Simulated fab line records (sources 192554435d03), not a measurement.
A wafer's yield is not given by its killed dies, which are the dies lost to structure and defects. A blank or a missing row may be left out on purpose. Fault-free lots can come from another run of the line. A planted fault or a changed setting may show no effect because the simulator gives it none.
fab line records	flow n5-finfet	part 2 of 2: steps 5 to 6 of 6
record lots=24	wafers=72	last-day=18
route steps=1938 shown BEOL_M8@1370 BEOL_M9@1402
lots with no fault: from the same line, run without faults
start-h: start of the lot's first displayed wafer, in hours after the record's first day	wait-h: hours from the lot's prior step to this one	" identical to the entry in the row above	L1.1+2: several wafers, shown together as one row	- value missing, or start not given	* or withheld: withheld	< > ~ a bound
route shown NAME@n: a module of which the file shows steps, and the number in the route of the first	usual: average and standard deviation across the fault-free wafers	same: alike in all rows	chamber/n: place in a boat	sites: the reading at each site	_std_site: how widely they spread, as a standard deviation	_edge_site: the outer-site mean with the inner-site mean subtracted	radius-mm: for every site, how far away it sits from the centre of the wafer	mask NAME#n: copy n	behind: the tool/chamber that last shaped the wafer	hold: cause of the lot's hold/its duration in hours/its outcome	device: transistor that didn't switch, given as n, p or np	end of line: the tests these same wafers got at the end of their route	for a step that has no rows: nothing shown but its recipe	killed: dies that structure and defects cost at the first sort, which is not the same as the wafer's yield	map: a wafer's dies, marking killed ones x, the rest . and places with no die _
set.NAME: the setting as run; set.NAME@STEP: as run at that earlier step	model.NAME: the simulator's own value behind a step, which no gauge read
a sample of lots followed through the steps of the route, with each step as a table and each wafer as a row
services: from which hour (start-h, from the record's first day; less than 0 if before it) a tool's chamber was out of use, for how many hours, and why
## steps
# step N5_BEOL_M9_ETCH_62
# recipe chemistry=N2/H2	target=SOC	target-depth-a=1100	overetch-a=220	mask-material=SiARC	temp-c=40	time-s=165	ion-energy-ev=200	pressure-mtorr=30	source-w=840	bias-w=150	n2-flow-sccm=200	h2-flow-sccm=200
# usual drypump-motor-current-A=5.6/0.39	oes-product-au=0.65/0.071	rf-vpp-V=524.3/2.1	showerhead-plenum-p-Torr=2.57/0.069	throttle-valve-pct=17.9/0.31
lot.wafer	tool	chamber	start-h	wait-h	drypump-motor-current-A	oes-product-au	rf-hours-counter-h	rf-vpp-V	showerhead-plenum-p-Torr	throttle-valve-pct
L074.3	rie-diel-04	1	217.96	0.0	5.8	0.59	218	524.1	2.54	18.5
L074.4	"	3	"	"	5.2	0.59	210	524.5	2.64	18.1
L074.5	"	1	"	"	5.8	0.59	-	521.4	2.54	18.5
L076.2	rie-diel-04	0	230.50	0.0	6.0	0.61	228	526.5	2.63	18.2
L076.4	"	3	"	"	5.2	0.59	213	526.1	2.64	18.1
L076.5	"	2	"	"	5.6	0.69	-	529.0	2.68	17.7
L075.3	rie-diel-04	2	234.29	0.0	5.6	0.68	97	527.8	2.67	17.7
L075.4	"	0	"	"	6.0	0.61	230	526.5	2.63	18.2
L075.6	"	1	"	"	5.8	0.58	-	522.9	2.54	18.5
L078.1	rie-diel-03	2	235.64	0.0	5.6	0.71	93	524.4	2.54	17.4
L078.2	"	0	"	"	5.6	0.77	23	522.2	2.49	17.4
L078.4	"	3	"	"	6.0	0.65	160	523.7	2.54	18.0
L077.4	rie-diel-03	2	243.43	0.0	5.6	0.70	95	523.6	2.54	17.4
L077.5	"	2	"	"	5.6	0.69	-	523.8	2.54	17.4
L077.6	"	3	"	"	6.0	0.65	-	525.0	2.54	18.0
L081.2	rie-diel-02	2	247.51	0.0	5.4	0.61	182	527.6	2.62	17.6
L081.4	"	3	"	"	5.1	0.58	249	522.8	2.51	18.1
L081.6	"	3	"	"	5.1	0.58	-	523.3	2.51	18.1
L080.2	rie-diel-04	1	257.12	0.0	5.8	0.58	229	522.2	2.53	18.5
L080.5	"	0	"	"	6.0	0.60	-	526.2	2.63	18.2
L080.6	"	3	"	"	5.2	0.59	-	525.8	2.64	18.1
L079.1	rie-diel-02	1	265.87	0.0	6.5	0.60	222	523.7	2.50	17.9
L079.5	"	0	"	"	5.6	0.66	-	521.8	2.46	18.0
L079.6	"	1	"	"	6.5	0.60	-	523.1	2.50	17.9
L083.1	rie-diel-02	2	286.41	0.0	5.4	0.61	196	525.5	2.62	17.6
L083.2	"	0	"	"	5.6	0.66	132	521.2	2.45	18.0
L083.5	"	0	"	"	5.6	0.66	-	521.2	2.45	18.0
L082.2	rie-diel-04	0	289.04	0.0	6.0	0.59	246	527.3	2.63	18.2
L082.3	"	3	"	"	5.2	0.57	230	524.9	2.63	18.1
L082.4	"	2	"	"	5.6	0.67	112	527.7	2.67	17.8
L084.1	rie-diel-03	0	289.08	0.0	5.6	0.75	40	521.0	2.48	17.5
L084.4	"	2	"	"	5.6	0.69	109	525.4	2.54	17.5
L084.5	"	3	"	"	6.0	0.64	-	523.4	2.53	18.0
L086.3	rie-diel-04	3	290.43	0.0	5.2	0.58	230	524.9	2.63	18.1
L086.4	"	1	"	"	5.7	0.58	239	522.8	2.53	18.5
L086.5	"	3	"	"	5.2	0.58	-	528.0	2.63	18.1
L088.1	rie-diel-04	3	292.54	0.0	5.2	0.57	231	526.6	2.63	18.1
L088.2	"	2	"	"	5.6	0.67	113	527.1	2.67	17.7
L088.3	"	1	"	"	5.8	0.58	239	521.5	2.53	18.5
L085.2	rie-diel-04	1	292.87	0.0	5.8	0.58	239	521.9	2.53	18.5
L085.4	"	3	"	"	5.2	0.58	231	526.7	2.63	18.1
L085.5	"	0	"	"	6.1	0.60	-	526.3	2.63	18.3
L089.4	rie-diel-04	3	297.81	0.0	5.2	0.58	233	526.2	2.63	18.1
L089.5	"	0	"	"	6.0	0.59	-	525.9	2.63	18.3
L089.6	"	1	"	"	5.8	0.59	-	522.2	2.53	18.5
L087.2	rie-diel-02	0	302.43	0.0	5.6	0.65	138	520.9	2.45	18.0
L087.4	"	2	"	"	5.4	0.61	201	525.2	2.62	17.6
L087.5	"	3	"	"	5.1	0.79	-	524.2	2.51	17.6
L090.2	rie-diel-04	1	309.15	0.0	5.8	0.57	245	522.0	2.53	18.6
L090.3	"	2	"	"	5.6	0.66	119	526.1	2.66	17.8
L090.6	"	3	"	"	5.2	0.58	-	525.3	2.63	18.1
L091.1	rie-diel-03	1	316.38	0.0	4.9	0.72	53	522.1	2.48	18.0
L091.3	"	2	"	"	5.7	0.67	117	523.8	2.53	17.5
L091.6	"	1	"	"	4.9	0.72	-	522.1	2.48	17.9
L092.1	rie-diel-03	3	334.01	0.0	6.0	0.63	191	521.7	2.53	18.0
L092.4	"	1	"	"	4.9	0.72	57	522.7	2.48	17.9
L092.5	"	1	"	"	4.9	0.72	-	522.6	2.48	17.9
L093.2	rie-diel-03	3	344.90	0.0	6.0	0.63	194	524.7	2.53	18.0
L093.3	"	0	"	"	5.6	0.72	55	523.2	2.48	17.5
L093.6	"	3	"	"	6.0	0.63	-	522.5	2.53	18.1
L097.2	rie-diel-04	3	351.39	0.0	5.2	0.56	256	524.5	2.62	18.2
L097.3	"	2	"	"	5.7	0.65	137	526.3	2.66	17.8
L097.5	"	0	"	"	6.0	0.79	-	526.4	2.62	17.9
L094.1	rie-diel-02	3	359.95	0.0	5.1	0.77	31	522.6	2.50	17.6
L094.4	"	0	"	"	5.6	0.65	152	520.8	2.45	18.0
L094.5	"	2	"	"	5.4	0.60	-	525.9	2.61	17.7
L096.1	rie-diel-02	3	360.53	0.0	5.1	0.76	31	522.3	2.50	17.7
L096.3	"	2	"	"	5.4	0.60	221	524.9	2.61	17.6
L096.6	"	1	"	"	6.5	0.59	-	523.8	2.49	18.0
L095.1	rie-diel-04	2	380.12	0.0	5.6	0.64	147	526.2	2.65	17.8
L095.3	"	1	"	"	5.8	0.81	9	522.3	2.52	18.1
L095.5	"	3	"	"	5.2	0.84	-	526.4	2.62	17.6
# step N5_BEOL_M9_CD_MEAS_18
# recipe pitch-nm=140	target-cd-nm=70
# usual cd-nm=70.2/0.66
lot.wafer	tool	chamber	start-h	wait-h	cd-nm
L074.3	cd-sem-01	-	218.33	0.1	71.0
L074.4	"	-	"	"	71.1
L074.5	"	-	"	"	70.4
L076.2	cd-sem-01	-	230.88	0.1	70.4
L076.4	"	-	"	"	69.5
L076.5	"	-	"	"	69.1
L075.3	cd-sem-02	-	234.68	0.1	70.3
L075.4	"	-	"	"	69.4
L075.6	"	-	"	"	70.3
L078.1	cd-sem-02	-	236.01	0.0	71.3
L078.2	"	-	"	"	70.4
L078.4	"	-	"	"	71.0
L077.4	cd-sem-01	-	243.81	0.1	71.1
L077.5	"	-	"	"	70.6
L077.6	"	-	"	"	69.9
L081.2	cd-sem-03	-	247.89	0.1	70.8
L081.4	"	-	"	"	71.2
L081.6	"	-	"	"	70.6
L080.2	cd-sem-01	-	257.50	0.1	70.1
L080.5	"	-	"	"	70.2
L080.6	"	-	"	"	69.5
L079.1	cd-sem-01	-	266.24	0.0	70.7
L079.5	"	-	"	"	70.5
L079.6	"	-	"	"	71.5
L083.1	cd-sem-01	-	286.77	0.0	70.9
L083.2	"	-	"	"	70.5
L083.5	"	-	"	"	69.8
L082.2	cd-sem-01	-	289.43	0.1	71.0
L082.3	"	-	"	"	69.5
L082.4	"	-	"	"	69.6
L084.1	cd-sem-02	-	289.47	0.0	69.2
L084.4	"	-	"	"	70.3
L084.5	"	-	"	"	69.6
L086.3	cd-sem-02	-	290.80	0.1	70.1
L086.4	"	-	"	"	70.6
L086.5	"	-	"	"	70.4
L088.1	cd-sem-03	-	292.91	0.0	70.3
L088.2	"	-	"	"	69.5
L088.3	"	-	"	"	70.6
L085.2	cd-sem-01	-	293.33	0.1	70.0
L085.4	"	-	"	"	70.1
L085.5	"	-	"	"	70.8
L089.4	cd-sem-03	-	298.18	0.1	70.4
L089.5	"	-	"	"	70.3
L089.6	"	-	"	"	69.6
L087.2	cd-sem-03	-	302.83	0.1	70.8
L087.4	"	-	"	"	70.7
L087.5	"	-	"	"	71.0
L090.2	cd-sem-01	-	309.55	0.1	70.0
L090.3	"	-	"	"	69.6
L090.6	"	-	"	"	70.4
L091.1	cd-sem-03	-	316.88	0.0	70.3
L091.3	"	-	"	"	70.7
L091.6	"	-	"	"	70.3
L092.1	cd-sem-02	-	334.38	0.0	71.4
L092.4	"	-	"	"	70.4
L092.5	"	-	"	"	70.1
L093.2	cd-sem-02	-	345.27	0.1	70.8
L093.3	"	-	"	"	68.3
L093.6	"	-	"	"	70.0
L097.2	cd-sem-01	-	351.90	0.1	70.8
L097.3	"	-	"	"	70.3
L097.5	"	-	"	"	70.1
L094.1	cd-sem-03	-	360.37	0.1	69.6
L094.4	"	-	"	"	69.7
L094.5	"	-	"	"	70.3
L096.1	cd-sem-02	-	360.92	0.1	67.9
L096.3	"	-	"	"	69.1
L096.6	"	-	"	"	69.9
L095.1	cd-sem-02	-	380.49	0.0	69.9
L095.3	"	-	"	"	69.2
L095.5	"	-	"	"	71.2
## services
tool	chamber	start-h	hours	kind
rie-diel-04	3	200.03	2.9	repair
rie-diel-03	2	218.45	2.0	repair
rie-diel-01	2	225.67	2.5	repair
rie-diel-01	0	230.15	3.8	repair
rtp-anneal-01	-	244.75	3.0	pm
rie-diel-06	0	251.86	12.1	repair
rie-diel-06	3	267.73	5.6	repair
uv-cure-02	-	271.13	1.0	pm
rie-diel-01	2	274.40	6.1	repair
rie-diel-06	2	299.66	8.5	repair
rie-diel-01	2	318.89	28.1	repair
rie-diel-02	1	325.70	5.8	repair
uv-cure-03	-	329.53	0.7	repair
rie-diel-05	3	331.24	12.5	repair
rie-diel-02	-	336.72	1.5	repair
rie-diel-02	0	338.68	16.4	repair
uv-cure-02	-	339.99	3.4	pm
rtp-anneal-02	-	343.28	3.1	pm
rie-diel-02	1	345.34	5.4	repair
uv-cure-02	-	345.54	7.5	pm
uv-cure-03	-	350.43	2.8	pm
rie-diel-01	-	353.12	0.2	repair
uv-cure-02	-	357.83	5.8	repair
rie-diel-05	2	372.14	6.0	repair
